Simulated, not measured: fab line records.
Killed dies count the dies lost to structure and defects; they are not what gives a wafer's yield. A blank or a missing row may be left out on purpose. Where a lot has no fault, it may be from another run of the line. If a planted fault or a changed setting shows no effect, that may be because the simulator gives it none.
Chamber matching ; flow nandHarc ; NHARC_P_M0_DEP_32 on pecvd-02 has 3 sister chambers
The step deposits SiCN, target thk 30 nm. 3 wafers are shown with their chamber, then 10 later ones without.

## WAFERS PAIRED WITH THEIR CHAMBERS
wafer;chamber;heaterPowerW (W)
L760.1;2;610
L764.2;0;651
L764.3;1;540

## WAFERS WITH NO CHAMBER GIVEN
wafer;heaterPowerW (W)
L764.6;568
L771.2;598
L771.3;624
L771.6;622
L774.1;510
L774.3;580
L774.4;582
L777.2;667
L777.3;589
L777.4;560

## WHICH CHAMBER EACH WENT THROUGH
wafer;from the rows above;in truth
L764.6;can't be placed: 1 or 2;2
L771.2;can't be placed: 2 or 0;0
L771.3;can't be placed: 2 or 0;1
L771.6;can't be placed: 2 or 0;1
L774.1;1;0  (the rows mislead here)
L774.3;can't be placed: 2 or 1 or 0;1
L774.4;can't be placed: 2 or 1 or 0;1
L777.2;can't be placed: 0 or 2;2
L777.3;can't be placed: 2 or 1 or 0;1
L777.4;can't be placed: 1 or 2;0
Correct placement for 0 of the 10. Can't be placed from these rows: 9 (the true chamber is among the candidates in 6). Placed wrongly: 1.
How it was worked out, from the rows above alone: a wafer's distance from a chamber is the root of the sum, over the readings, of the square of ((its reading less the chamber's mean) divided by the reading's scatter). If the next closest chamber is less than 2 further off than the closest, the wafer can't be placed; otherwise it belongs to the closest. Each chamber's mean is taken over the wafers shown for it. The scatter: with one shown wafer a chamber, the root of the mean of the squares of how far each hidden wafer lies from its nearest shown one.
